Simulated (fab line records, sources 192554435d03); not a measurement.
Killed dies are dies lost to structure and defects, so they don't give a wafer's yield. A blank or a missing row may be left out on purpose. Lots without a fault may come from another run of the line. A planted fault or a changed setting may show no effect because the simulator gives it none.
Chamber matching | flow n5_finfet | N5_BEOL_M10_CURE_72 on uv_cure-03: 3 sister chambers
The step cures SiCOH lowk, time 120 s. 3 wafers are shown with their chamber, then 8 later ones without.

WAFERS WITH THEIR CHAMBER
wafer  | chamber | wafer_temp_C_max
L079.6 | 0       | 372.9
L084.6 | 2       | 371.3
L087.4 | 1       | 371.6

WAFERS WITHOUT THEIR CHAMBER
wafer  | wafer_temp_C_max
L087.5 | 370.9
L087.6 | 371.1
L094.1 | 371.6
L094.4 | 371.9
L094.5 | 371.8
L097.1 | 371.4
L097.3 | 371.5
L097.6 | 371.3

WHICH CHAMBER EACH WENT THROUGH
wafer  | from the rows above     | in truth
L087.5 | can't be placed: 2 or 1 | 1
L087.6 | can't be placed: 2 or 1 | 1
L094.1 | can't be placed: 1 or 2 | 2
L094.4 | can't be placed: 1 or 2 | 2
L094.5 | can't be placed: 1 or 2 | 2
L097.1 | can't be placed: 2 or 1 | 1
L097.3 | can't be placed: 1 or 2 | 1
L097.6 | can't be placed: 2 or 1 | 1
Placed correctly: 0 of 8. Can't be placed from these rows: 8 (the true chamber is among the candidates in 8). Placed wrongly: 0.
How it was worked out, from the rows above alone: a wafer's distance from a chamber is the root of the sum, over the readings, of the square of ((its reading less the chamber's mean) divided by the reading's scatter). The wafer belongs to the nearest chamber; if the next one is less than 2 further off, it can't be placed. A chamber's mean is the mean of its shown wafers. The scatter: with one shown wafer a chamber, the root of the mean of the squares of how far each hidden wafer lies from its nearest shown one.
